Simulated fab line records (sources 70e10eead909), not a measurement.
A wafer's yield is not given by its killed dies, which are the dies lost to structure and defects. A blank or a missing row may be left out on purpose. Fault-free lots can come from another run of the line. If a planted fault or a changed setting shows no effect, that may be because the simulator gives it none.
fab line records	flow nandHarc
record lots=24	wafers=72	lastDay=25
route steps=1159 shown P_ZERO_WELL@59 P_STI@100 P_GATE@155 P_CONTACT@217 P_M0@263
lots untouched by any fault: they come from a run of this same line in which no faults occurred
startH: hours from the record's first day to the start of the lot's first wafer shown	waitH: how many hours have passed since the lot's step before this one	" as in the row above	L1.1+2: one row covering several wafers at once	- no value, or no start given	* or withheld: withheld	< > ~ a bound
route shown NAME@n: names a module that has steps shown in the file, with the first one's number in the route	usual: mean/standard deviation taken from wafers without a fault	same: alike in all rows	chamber/n: place in a boat	sites: readings site by site	_std_site: standard deviation across them	_edge_site: inner sites' mean taken away from outer sites' mean	radiusMm: for every site, how far away it sits from the centre of the wafer	mask NAME#n: copy n	behind: the tool/chamber that last shaped the wafer	hold: why the lot was held/for how many hours/how that ended	device: which transistor (n, p or np) failed to switch	end of line: the same wafers' tests at the end of the route	step lacking rows: just its recipe	killed: dies that structure and defects cost at the first sort, which is not the same as the wafer's yield	map: a wafer's dies, x killed, . not, _ none there
set.NAME: the setting that was run; set.NAME@STEP: the one run at that earlier step	model.NAME: the simulator's own value behind a step, which no gauge read
steps of the route over a sample of lots; a table a step, a row a wafer
services: from which hour (startH, from the record's first day; less than 0 if before it) a tool's chamber was out of use, for how many hours, and why
## steps
# step NHARC_P_ZERO_WELL_CD_MEAS_52
# recipe targetCdNm=2000	landingEnergyEv=500
# usual cdNm=1999.9/2
lot.wafer	tool	chamber	startH	waitH	cdNm
L074.1	cdSem-03	0	17.63	-	1999.4
L074.2	"	0	"	"	2002.2
L074.5	"	0	"	"	1997.7
L075.1	cdSem-03	0	23.67	-	1999.1
L075.2	"	0	"	"	2002.4
L075.4	"	0	"	"	1998.1
L076.1	cdSem-01	0	29.79	-	1998.5
L076.5	"	0	"	"	1997.8
L076.6	"	0	"	"	2000.9
L077.1	cdSem-02	0	35.74	-	1998.4
L077.3	"	0	"	"	2002.2
L077.6	"	0	"	"	2000.5
L078.3	cdSem-02	0	41.89	-	1999.3
L078.4	"	0	"	"	2000.6
L078.5	"	0	"	"	1998.3
L079.1	cdSem-02	0	47.78	-	1997.8
L079.4	"	0	"	"	1997.8
L079.6	"	0	"	"	1997.6
L080.1	cdSem-03	0	53.77	-	1995.0
L080.5	"	0	"	"	1993.8
L080.6	"	0	"	"	1998.5
L081.2	cdSem-01	0	59.63	-	2001.7
L081.3	"	0	"	"	1999.1
L081.4	"	0	"	"	2002.3
L082.2	cdSem-02	0	65.91	-	1996.9
L082.3	"	0	"	"	1999.6
L082.5	"	0	"	"	2001.7
L083.2	cdSem-02	0	71.76	-	2000.8
L083.3	"	0	"	"	1999.7
L083.5	"	0	"	"	1996.7
L084.1	cdSem-03	0	78.06	-	2000.8
L084.4	"	0	"	"	1996.5
L084.6	"	0	"	"	1996.1
L085.2	cdSem-02	0	84.11	-	2000.2
L085.3	"	0	"	"	2000.7
L085.6	"	0	"	"	1999.9
L086.1	cdSem-01	0	90.07	-	1996.5
L086.5	"	0	"	"	2002.6
L086.6	"	0	"	"	2000.3
L087.1	cdSem-03	0	95.89	-	2003.3
L087.3	"	0	"	"	2002.1
L087.5	"	0	"	"	2000.4
L088.3	cdSem-01	0	102.33	-	2001.1
L088.5	"	0	"	"	2001.0
L088.6	"	0	"	"	2003.9
L089.1	cdSem-02	0	107.93	-	2000.0
L089.3	"	0	"	"	1999.1
L089.6	"	0	"	"	1995.8
L090.1	cdSem-03	0	113.76	-	1998.8
L090.2	"	0	"	"	2000.4
L090.6	"	0	"	"	2001.5
L091.1	cdSem-01	0	120.18	-	1999.9
L091.3	"	0	"	"	2001.4
L091.4	"	0	"	"	1999.2
L092.2	cdSem-03	0	125.52	-	1999.0
L092.4	"	0	"	"	2002.2
L092.5	"	0	"	"	2000.3
L093.4	cdSem-01	0	131.69	-	1999.0
L093.5	"	0	"	"	2002.5
L093.6	"	0	"	"	2002.3
L094.3	cdSem-01	0	137.74	-	2000.6
L094.4	"	0	"	"	2000.9
L094.5	"	0	"	"	1999.6
L095.1	cdSem-03	0	143.70	-	2002.3
L095.2	"	0	"	"	2000.2
L095.4	"	0	"	"	1999.2
L096.3	cdSem-01	0	149.69	-	1997.6
L096.5	"	0	"	"	1999.5
L096.6	"	0	"	"	1998.6
L097.1	cdSem-01	0	155.70	-	1999.3
L097.5	"	0	"	"	2003.4
L097.6	"	0	"	"	1999.3
# step NHARC_P_STI_CMP_21
# recipe tOverpolishS=20	targetThkNm=380.67
# usual motorCurrentA=12.2/1.2	overpolishRunS=20.000/0.0093	retainingRingPressureFrac=1.000/0.0055	slurryFlowMlMin=150.1/0.53
lot.wafer	tool	chamber	startH	waitH	motorCurrentA	overpolishRunS	retainingRingPressureFrac	slurryFlowMlMin
L075.1	cmp-01	1	59.17	0.4	11.6	20.009	0.997	150.4
L075.2	"	3	"	"	11.4	19.989	1.003	150.3
L075.4	"	0	"	"	15.0	20.002	1.003	149.9
L074.2	cmp-04	2	59.19	0.4	10.1	19.980	1.000	149.9
L074.1	"	3	"	"	11.4	20.013	1.001	149.7
L074.5	"	2	"	"	10.6	20.010	1.006	149.9
L076.1	cmp-04	3	68.01	0.4	11.4	19.993	1.010	149.4
L076.6	"	3	"	"	11.2	19.986	0.999	149.3
L076.5	"	0	"	"	14.1	20.007	1.004	149.9
L077.3	cmp-01	1	76.87	0.4	11.2	20.009	0.993	150.6
L077.1	"	0	"	"	14.9	19.990	0.996	149.4
L077.6	"	1	"	"	11.8	20.015	1.009	150.3
L079.1	cmp-03	2	81.47	0.4	12.7	20.002	1.015	150.6
L079.4	"	3	"	"	13.8	20.017	0.998	149.5
L079.6	"	2	"	"	13.0	19.999	1.004	150.0
L078.3	cmp-04	2	81.50	0.4	10.3	19.983	1.005	150.4
L078.4	"	3	"	"	11.7	19.998	1.001	150.2
L078.5	"	0	"	"	13.1	19.994	1.005	150.8
L081.4	cmp-04	2	101.03	0.4	9.9	19.997	0.997	149.2
L081.3	"	3	"	"	12.0	20.020	1.008	149.5
L081.2	"	1	"	"	12.1	19.985	0.999	150.6
L082.2	cmp-03	3	101.03	0.4	13.8	19.994	0.998	150.2
L082.3	"	1	"	"	11.7	20.007	0.998	149.6
L082.5	"	3	"	"	13.7	19.998	1.006	150.4
L080.1	cmp-01	3	101.06	0.4	10.2	19.999	1.006	149.7
L080.6	"	2	"	"	11.9	20.005	1.008	150.0
L080.5	"	3	"	"	12.0	19.997	1.003	149.6
L083.2	cmp-01	0	112.98	0.4	14.8	20.013	0.995	149.8
L083.3	"	2	"	"	10.8	20.002	1.010	150.0
L083.5	"	1	"	"	12.0	19.991	0.988	151.0
L084.4	cmp-04	2	112.98	0.4	10.7	19.995	0.992	151.2
L084.1	"	1	"	"	12.2	20.006	0.993	150.2
L084.6	"	2	"	"	10.3	19.998	0.996	150.9
L087.3	cmp-04	1	133.69	0.4	12.0	19.994	1.001	150.2
L087.1	"	3	"	"	11.8	19.993	1.004	150.0
L087.5	"	1	"	"	12.5	19.992	1.004	150.1
L086.1	cmp-03	2	133.71	0.4	12.5	19.996	1.009	149.0
L086.6	"	1	"	"	12.4	20.006	0.984	149.8
L086.5	"	2	"	"	12.5	20.009	0.992	149.4
L085.2	cmp-01	0	133.73	0.4	15.3	19.993	1.000	150.7
L085.3	"	1	"	"	11.8	20.025	0.998	149.4
L085.6	"	3	"	"	10.6	19.998	1.008	150.9
L088.3	cmp-01	2	139.45	0.4	10.8	20.010	1.009	150.1
L088.6	"	0	"	"	15.5	20.006	0.999	151.2
L088.5	"	1	"	"	12.3	19.994	0.998	149.1
L089.1	cmp-01	1	147.02	0.4	12.5	19.998	0.997	149.9
L089.3	"	0	"	"	15.0	20.006	1.005	150.4
L089.6	"	2	"	"	11.2	19.994	0.999	149.4
L090.2	cmp-03	2	151.90	0.4	12.3	20.017	1.001	150.0
L090.1	"	3	"	"	13.8	20.020	1.003	150.4
L090.6	"	1	"	"	12.2	19.984	0.999	149.8
L091.4	cmp-04	2	159.18	0.4	10.3	20.012	0.994	149.9
L091.1	"	3	"	"	11.9	19.993	0.998	151.1
L091.3	"	1	"	"	12.3	19.976	1.007	150.1
L092.4	cmp-03	0	167.41	0.4	12.5	20.001	0.998	149.6
L092.2	"	2	"	"	12.6	19.994	1.006	149.9
L092.5	"	1	"	"	11.7	20.005	0.994	150.0
L093.4	cmp-01	1	167.41	0.4	12.1	20.002	1.005	149.8
L093.5	"	1	"	"	12.3	20.005	1.002	149.5
L093.6	"	2	"	"	11.4	19.984	1.000	149.7
L094.4	cmp-03	0	181.08	0.4	12.6	19.992	0.995	150.7
L094.3	"	1	"	"	12.3	20.000	0.999	149.9
L094.5	"	0	"	"	12.4	19.987	0.996	150.9
L095.1	cmp-04	0	181.15	0.5	13.0	20.003	1.004	149.5
L095.4	"	2	"	"	10.3	20.015	1.003	149.8
L095.2	"	3	"	"	12.0	20.004	0.998	150.9
L096.3	cmp-01	2	189.10	0.4	11.4	20.005	1.003	150.7
L096.5	"	0	"	"	14.3	20.003	1.013	150.5
L096.6	"	1	"	"	12.1	19.994	0.998	149.6
L097.1	cmp-04	3	189.12	0.4	11.7	19.989	0.999	149.5
L097.5	"	0	"	"	11.9	20.005	1.007	150.0
L097.6	"	1	"	"	11.7	20.007	0.994	149.9
# step NHARC_P_GATE_ALD_36
# recipe targetThkA=200	pulseTimeS=60	aldCycles=223	tempC=400	material=SiNx
# usual heaterPowerW=839/100	precursorPulseHeightRel=0.999/0.021
lot.wafer	tool	chamber	startH	waitH	heaterPowerW	precursorPulseHeightRel
L075.2	aldSin-01	1	96.57	-	805	0.971
L075.4	"	2	97.63	-	973	1.016
L075.1	"	3	98.70	-	985	1.021
L074.2	aldSin-04	1	97.01	-	670	1.026
L074.1	"	2	98.07	-	967	0.985
L074.5	"	3	99.13	-	834	0.976
L077.3	aldSin-04	0	110.76	-	804	1.012
L077.1	"	2	112.87	-	1001	1.003
L077.6	"	0	114.98	-	808	1.005
L076.1	aldSin-02	0	112.31	-	912	1.012
L076.6	"	1	113.36	-	789	1.032
L076.5	"	2	114.42	-	881	1.001
L079.4	aldSin-01	2	115.84	-	1001	1.002
L079.1	"	3	116.90	-	968	1.010
L079.6	"	2	120.05	-	1001	1.004
L078.3	aldSin-02	2	117.31	-	885	0.981
L078.4	"	0	119.41	-	906	1.004
L078.5	"	1	120.45	-	788	0.963
L081.3	aldSin-04	3	133.37	-	836	0.997
L081.4	"	0	134.43	-	819	0.982
L081.2	"	2	136.55	-	1014	0.997
L082.3	aldSin-01	0	133.73	-	690	0.975
L082.2	"	3	136.88	-	991	1.004
L082.5	"	0	137.93	-	679	0.971
L080.1	aldSin-02	1	134.30	-	771	1.018
L080.6	"	1	138.50	-	771	1.021
L080.5	"	2	139.55	-	896	0.996
L083.3	aldSin-01	0	144.95	-	687	0.953
L083.2	"	3	148.11	-	994	0.995
L083.5	"	1	150.21	-	813	1.012
L084.1	aldSin-04	2	146.03	-	993	1.018
L084.4	"	0	148.18	-	801	0.994
L084.6	"	1	149.25	-	682	0.967
L086.1	aldSin-02	1	169.77	-	764	1.011
L086.6	"	1	174.01	-	777	1.001
L086.5	"	2	175.07	-	883	1.017
L085.2	aldSin-01	1	170.99	-	762	1.002
L085.3	"	2	172.06	-	962	0.977
L085.6	"	1	175.27	-	815	0.976
L087.1	aldSin-04	1	171.65	-	667	1.033
L087.3	"	2	172.72	-	1012	0.989
L087.5	"	1	175.92	-	674	1.018
L088.3	aldSin-02	1	177.18	-	776	0.986
L088.5	"	0	180.35	-	907	0.977
L088.6	"	1	181.41	-	781	0.972
L089.3	aldSin-01	2	181.79	-	972	0.994
L089.1	"	1	184.96	-	797	1.018
L089.6	"	2	186.02	-	959	1.019
L090.2	aldSin-02	1	190.77	-	762	1.036
L090.1	"	3	192.89	-	717	1.017
L090.6	"	0	193.95	-	890	0.978
L091.3	aldSin-01	2	196.41	-	970	0.975
L091.1	"	3	197.46	-	966	0.971
L091.4	"	0	198.50	-	719	1.018
L093.4	aldSin-04	0	199.93	-	865	0.953
L093.5	"	0	204.16	-	892	1.007
L093.6	"	1	205.22	-	709	0.952
L092.2	aldSin-02	1	203.36	-	756	0.992
L092.4	"	2	204.41	-	889	1.007
L092.5	"	3	205.46	-	723	1.002
L095.2	aldSin-01	0	217.32	-	737	0.986
L095.4	"	1	218.40	-	808	1.003
L095.1	"	3	220.55	-	953	1.030
L094.3	aldSin-04	2	217.96	-	956	0.955
L094.4	"	1	221.12	-	740	0.980
L094.5	"	2	222.18	-	967	1.005
L096.3	aldSin-02	0	224.54	-	904	0.983
L096.6	"	0	228.74	-	914	0.955
L096.5	"	1	229.79	-	777	1.028
L097.1	aldSin-01	1	227.82	-	805	1.002
L097.5	"	2	228.85	-	975	0.972
L097.6	"	3	229.88	-	965	1.011
# step NHARC_P_CONTACT_DEP_30
# recipe targetThkA=300	tempC=400	targetThkNm=30	flowSccm=200	rfW=450	material=SiNx
# usual heaterPowerW=727/61	rfFwdPowerW=448.9/1.3
lot.wafer	tool	chamber	startH	waitH	heaterPowerW	rfFwdPowerW
L074.1	pecvd-01	0	112.48	0.1	700	449.6
L074.2	"	2	"	"	726	447.6
L074.5	"	0	"	"	697	446.8
L075.1	pecvd-01	2	113.78	0.6	768	449.2
L075.2	"	1	"	"	761	451.2
L075.4	"	2	"	"	772	449.3
L076.1	pecvd-01	0	126.57	0.1	739	448.8
L076.5	"	2	"	"	748	447.5
L076.6	"	0	"	"	734	450.1
L077.1	pecvd-03	0	127.80	0.1	607	448.5
L077.3	"	1	"	"	711	445.6
L077.6	"	1	"	"	712	448.4
L079.1	pecvd-03	1	132.82	0.1	848	447.5
L079.6	"	0	"	"	666	448.8
L079.4	"	2	"	"	800	449.5
L078.3	pecvd-04	2	133.63	0.6	723	450.9
L078.4	"	2	"	"	714	450.8
L078.5	"	0	"	"	823	447.2
L081.2	pecvd-04	0	150.89	0.1	801	448.6
L081.3	"	1	"	"	758	450.3
L081.4	"	0	"	"	825	448.1
L082.2	pecvd-03	2	151.10	0.1	790	449.0
L082.3	"	1	"	"	700	448.6
L082.5	"	1	"	"	737	448.8
L080.1	pecvd-01	1	151.84	0.1	703	448.6
L080.6	"	0	"	"	730	447.9
L080.5	"	1	"	"	709	448.8
L083.2	pecvd-01	0	161.81	0.1	760	449.2
L083.3	"	1	"	"	655	452.0
L083.5	"	0	"	"	760	448.5
L084.1	pecvd-01	1	163.07	0.1	722	450.3
L084.6	"	1	"	"	721	452.2
L084.4	"	2	"	"	695	449.6
L086.1	pecvd-04	2	187.03	0.1	629	449.6
L086.5	"	2	"	"	646	450.2
L086.6	"	0	"	"	798	449.1
L085.3	pecvd-01	1	188.07	0.1	704	447.6
L085.2	"	0	"	"	739	450.5
L085.6	"	1	"	"	722	448.5
L087.3	pecvd-04	2	188.95	0.1	763	448.1
L087.1	"	0	"	"	757	447.7
L087.5	"	0	"	"	752	448.8
L088.3	pecvd-04	2	193.85	0.1	671	448.9
L088.5	"	1	"	"	719	447.3
L088.6	"	2	"	"	675	450.8
L089.3	pecvd-01	2	199.04	0.1	800	448.4
L089.1	"	0	"	"	712	447.2
L089.6	"	0	"	"	721	449.3
L090.1	pecvd-03	1	206.76	0.1	774	446.9
L090.2	"	2	"	"	694	447.1
L090.6	"	0	"	"	602	448.4
L091.3	pecvd-01	2	212.10	0.1	707	448.8
L091.1	"	1	"	"	704	450.4
L091.4	"	2	"	"	688	448.1
L093.4	pecvd-03	1	217.29	0.2	803	448.0
L093.5	"	2	"	"	827	450.3
L093.6	"	0	"	"	633	450.4
L092.2	pecvd-04	0	218.15	0.1	791	448.5
L092.4	"	1	"	"	827	450.1
L092.5	"	0	"	"	794	447.3
L095.2	pecvd-03	0	234.53	0.1	652	450.2
L095.1	"	1	"	"	771	449.5
L095.4	"	2	"	"	685	448.6
L094.3	pecvd-04	0	235.08	0.1	799	449.7
L094.5	"	0	"	"	798	449.1
L094.4	"	1	"	"	787	447.1
L096.3	pecvd-03	0	241.65	0.1	659	449.0
L096.5	"	0	"	"	650	449.7
L096.6	"	1	"	"	689	448.7
L097.1	pecvd-04	1	242.28	0.1	795	449.2
L097.5	"	0	"	"	826	446.8
L097.6	"	1	"	"	821	448.3
# step NHARC_P_M0_CD_MEAS_09
# recipe targetCdNm=90	landingEnergyEv=500
# usual cdNm=90.0/0.6
lot.wafer	tool	chamber	startH	waitH	cdNm
L074.1	cdSem-01	0	127.59	-	90.5
L074.2	"	0	"	"	89.6
L074.5	"	0	"	"	89.9
L075.1	cdSem-03	0	128.23	-	90.2
L075.2	"	0	"	"	90.8
L075.4	"	0	"	"	90.2
L076.1	cdSem-02	0	133.43	-	90.6
L076.5	"	0	"	"	89.2
L076.6	"	0	"	"	90.0
L077.1	cdSem-01	0	134.07	-	89.7
L077.3	"	0	"	"	90.6
L077.6	"	0	"	"	89.3
L079.1	cdSem-01	0	141.88	-	89.4
L079.4	"	0	"	"	90.9
L079.6	"	0	"	"	89.4
L078.3	cdSem-02	0	146.65	-	89.7
L078.4	"	0	"	"	89.1
L078.5	"	0	"	"	90.2
L081.2	cdSem-01	0	156.73	-	90.2
L081.3	"	0	"	"	89.3
L081.4	"	0	"	"	90.0
L082.2	cdSem-03	0	157.29	-	90.5
L082.3	"	0	"	"	89.7
L082.5	"	0	"	"	90.1
L080.1	cdSem-01	0	157.68	-	90.0
L080.5	"	0	"	"	91.0
L080.6	"	0	"	"	90.9
L083.2	cdSem-02	0	168.87	-	88.9
L083.3	"	0	"	"	90.4
L083.5	"	0	"	"	89.7
L084.1	cdSem-02	0	170.35	-	90.0
L084.4	"	0	"	"	89.3
L084.6	"	0	"	"	89.1
L086.1	cdSem-01	0	192.78	-	90.1
L086.5	"	0	"	"	89.5
L086.6	"	0	"	"	90.8
L085.2	cdSem-03	0	194.51	-	90.4
L085.3	"	0	"	"	90.1
L085.6	"	0	"	"	89.7
L087.1	cdSem-02	0	196.29	-	90.4
L087.3	"	0	"	"	89.8
L087.5	"	0	"	"	90.4
L088.3	cdSem-03	0	199.41	-	90.1
L088.5	"	0	"	"	90.2
L088.6	"	0	"	"	90.9
L089.1	cdSem-01	0	213.07	-	89.7
L089.3	"	0	"	"	89.0
L089.6	"	0	"	"	89.7
L090.1	cdSem-01	0	220.07	-	89.3
L090.2	"	0	"	"	89.2
L090.6	"	0	"	"	89.9
L091.1	cdSem-02	0	221.19	-	89.6
L091.3	"	0	"	"	89.8
L091.4	"	0	"	"	90.8
L093.4	cdSem-02	0	222.78	-	89.5
L093.5	"	0	"	"	89.7
L093.6	"	0	"	"	90.1
L092.2	cdSem-03	0	223.67	-	91.1
L092.4	"	0	"	"	89.9
L092.5	"	0	"	"	90.9
L095.1	cdSem-02	0	243.29	-	89.1
L095.2	"	0	"	"	89.9
L095.4	"	0	"	"	89.5
L094.3	cdSem-03	0	243.80	-	89.8
L094.4	"	0	"	"	90.2
L094.5	"	0	"	"	89.9
L096.3	cdSem-01	0	250.80	-	89.1
L096.5	"	0	"	"	90.1
L096.6	"	0	"	"	90.5
L097.1	cdSem-02	0	254.48	-	90.3
L097.5	"	0	"	"	89.0
L097.6	"	0	"	"	89.5
# step NHARC_P_M0_STRIP_18
# recipe powerW=1000	n2FlowSccm=150	h2FlowSccm=150	arFlowSccm=0	biasW=0	chemistry=N2/H2
# usual drypumpMotorCurrentA=5.6/0.46	oesProductAu=1.003/0.011	rfFwdPowerW=997.3/2.9	rfVppV=90.4/0.89	showerheadPlenumPTorr=2.00/0.08	throttleValvePct=14.172/0.0081
lot.wafer	tool	chamber	startH	waitH	drypumpMotorCurrentA	oesProductAu	rfFwdPowerW	rfHoursCounterH	rfVppV	showerheadPlenumPTorr	throttleValvePct
L074.2	rieDiel-06	2	128.15	0.1	5.0	1.005	997.7	3	90.4	1.93	14.161
L074.1	"	3	"	"	5.8	0.997	1001.2	3	89.1	1.94	14.154
L074.5	"	2	"	"	5.0	1.009	998.5	-	89.9	1.93	14.190
L075.2	rieDiel-06	3	128.78	0.1	5.8	0.997	999.7	3	90.4	1.94	14.172
L075.4	"	1	"	"	6.4	1.024	997.3	3	91.1	2.10	14.177
L075.1	"	2	"	"	5.0	1.018	997.6	3	90.6	1.93	14.174
L076.1	rieDiel-06	1	134.03	0.1	6.4	1.015	999.7	3	90.8	2.10	14.168
L076.5	"	0	"	"	5.3	1.019	1003.8	-	91.6	2.09	14.176
L076.6	"	1	"	"	6.4	1.011	997.4	-	90.7	2.10	14.167
L077.1	rieDiel-06	3	134.65	0.1	5.8	0.999	995.8	3	90.3	1.94	14.176
L077.3	"	1	"	"	6.4	1.024	997.7	3	90.8	2.10	14.177
L077.6	"	3	"	"	5.8	0.998	995.8	-	89.9	1.94	14.177
L079.4	rieDiel-13	1	142.44	0.1	5.1	0.995	992.3	2	89.7	1.92	14.159
L079.1	"	3	"	"	5.5	0.996	999.0	3	90.2	1.91	14.178
L079.6	"	2	"	"	5.3	0.989	990.3	-	91.5	2.14	14.164
L078.4	rieDiel-06	2	147.23	0.1	5.0	1.021	999.7	4	91.1	1.93	14.174
L078.3	"	3	"	"	5.8	1.001	995.0	4	90.7	1.94	14.162
L078.5	"	2	"	"	5.1	1.023	998.4	-	89.6	1.93	14.161
L081.4	rieDiel-13	3	157.34	0.1	5.6	0.993	996.8	4	90.1	1.91	14.156
L081.2	"	1	"	"	5.2	0.992	1000.4	3	90.7	1.92	14.160
L081.3	"	2	"	"	5.3	1.005	1003.4	3	90.9	2.14	14.180
L082.2	rieDiel-13	3	157.85	0.1	5.6	0.993	994.7	4	90.1	1.91	14.195
L082.3	"	0	"	"	5.8	1.002	999.8	4	89.3	1.96	14.183
L082.5	"	3	"	"	5.5	1.002	1000.9	-	89.7	1.91	14.170
L080.1	rieDiel-13	1	158.24	0.1	5.1	0.985	997.1	3	90.4	1.92	14.165
L080.6	"	1	"	"	5.2	0.985	995.5	-	89.0	1.92	14.176
L080.5	"	2	"	"	5.3	0.993	999.0	-	91.6	2.14	14.162
L083.2	rieDiel-07	1	169.43	0.1	5.4	1.001	1000.9	9	89.9	1.92	14.170
L083.3	"	3	"	"	6.3	0.986	997.6	8	89.0	1.95	14.168
L083.5	"	3	"	"	6.3	0.997	998.2	-	90.2	1.95	14.172
L084.1	rieDiel-07	0	171.02	0.1	5.1	0.995	994.0	8	90.7	2.04	14.173
L084.4	"	3	"	"	6.3	0.980	992.2	-	89.8	1.95	14.172
L084.6	"	0	"	"	5.1	0.985	993.1	-	91.7	2.04	14.167
L086.1	rieDiel-06	2	193.42	0.1	5.0	1.005	996.4	7	89.8	1.93	14.168
L086.6	"	0	"	"	5.3	1.006	1000.4	-	90.8	2.09	14.174
L086.5	"	1	"	"	6.4	1.008	997.3	-	89.1	2.10	14.174
L085.2	rieDiel-06	1	195.10	0.1	6.4	1.005	997.5	8	91.8	2.10	14.182
L085.3	"	0	"	"	5.3	1.006	999.4	8	90.9	2.09	14.170
L085.6	"	1	"	"	6.4	1.000	994.8	-	89.9	2.10	14.171
L087.1	rieDiel-06	3	196.85	0.1	5.8	1.002	1000.7	7	90.9	1.94	14.174
L087.3	"	1	"	"	6.4	1.017	1002.3	9	91.2	2.10	14.161
L087.5	"	3	"	"	5.8	1.011	998.5	-	89.5	1.94	14.178
L088.3	rieDiel-07	1	200.01	0.1	5.4	1.009	1000.3	11	89.0	1.92	14.170
L088.5	"	3	"	"	6.3	0.989	994.9	-	90.7	1.95	14.151
L088.6	"	0	"	"	5.1	0.993	998.6	-	90.8	2.04	14.180
L089.3	rieDiel-06	0	213.67	0.1	5.3	1.014	996.0	9	91.2	2.09	14.158
L089.1	"	1	"	"	6.4	0.993	994.8	9	92.4	2.10	14.168
L089.6	"	0	"	"	5.3	1.021	993.7	-	91.2	2.09	14.176
L090.1	rieDiel-06	1	220.64	0.1	6.4	0.997	994.2	9	91.3	2.10	14.174
L090.2	"	3	"	"	5.8	1.005	995.0	8	90.3	1.94	14.171
L090.6	"	2	"	"	5.0	1.015	999.5	-	90.6	1.92	14.173
L091.4	rieDiel-13	0	221.75	0.1	5.7	1.000	998.6	10	90.0	1.96	14.188
L091.1	"	1	"	"	5.2	1.001	1000.4	8	88.4	1.92	14.166
L091.3	"	2	"	"	5.3	1.001	994.7	10	91.9	2.13	14.177
L093.4	rieDiel-06	0	223.40	0.1	5.4	1.009	1001.0	10	91.1	2.09	14.173
L093.5	"	1	"	"	6.4	1.006	999.1	-	92.2	2.10	14.170
L093.6	"	2	"	"	5.0	1.016	999.2	-	89.2	1.92	14.170
L092.2	rieDiel-07	0	224.25	0.1	5.1	0.991	996.9	13	91.2	2.04	14.176
L092.4	"	1	"	"	5.4	1.007	997.7	15	89.5	1.92	14.190
L092.5	"	3	"	"	6.3	0.995	994.2	-	88.9	1.95	14.179
L095.1	rieDiel-07	0	243.85	0.1	5.1	1.009	994.5	0	91.6	2.04	14.164
L095.2	"	2	"	"	5.4	1.000	993.4	0	90.9	2.05	14.169
L095.4	"	3	"	"	6.3	0.995	999.7	0	90.7	1.94	14.174
L094.3	rieDiel-13	1	244.36	0.1	5.2	0.994	1000.7	10	90.3	1.92	14.178
L094.4	"	0	"	"	5.8	0.989	1001.0	11	89.8	1.96	14.162
L094.5	"	1	"	"	5.2	1.001	1000.8	-	90.3	1.92	14.169
L096.3	rieDiel-07	0	251.48	0.1	5.1	0.992	1000.7	1	90.2	2.04	14.169
L096.5	"	0	"	"	5.1	0.997	997.9	-	92.5	2.04	14.179
L096.6	"	1	"	"	5.4	0.995	997.2	-	91.3	1.92	14.165
L097.1	rieDiel-06	0	255.04	0.1	5.3	0.998	998.8	1	92.1	2.09	14.178
L097.5	"	0	"	"	5.4	1.007	994.9	-	91.2	2.09	14.168
L097.6	"	3	"	"	5.8	0.993	994.4	-	90.3	1.94	14.165
## services
tool	chamber	startH	hours	kind
cmp-01	-	46.79	1.7	repair
cmp-04	-	47.72	5.9	repair
aldSin-02	-	54.32	10.0	pm
pecvd-01	-	56.47	13.0	pm
rieDiel-06	-	64.21	9.0	pm
cmp-01	-	66.78	3.1	repair
cmp-01	-	81.50	4.0	pm
cmp-04	-	105.00	4.0	pm
pecvd-01	-	106.23	0.7	repair
aldSin-01	-	124.98	0.6	repair
pecvd-01	0	152.74	3.6	repair
aldSin-02	3	162.37	2.6	repair
cmp-01	-	179.50	4.0	pm
rieDiel-06	3	187.88	5.2	repair
pecvd-04	-	195.18	13.0	pm
cmp-04	-	203.00	4.0	pm
cmp-01	-	212.13	1.0	repair
aldSin-01	3	212.88	4.2	repair
rieDiel-06	3	232.49	10.8	repair
pecvd-01	-	237.61	13.0	pm
rieDiel-06	-	241.21	9.0	pm
aldSin-02	1	242.61	187.8	repair
cmp-04	-	250.04	0.5	repair
rieDiel-06	1	253.54	10.2	repair
## key
fault none
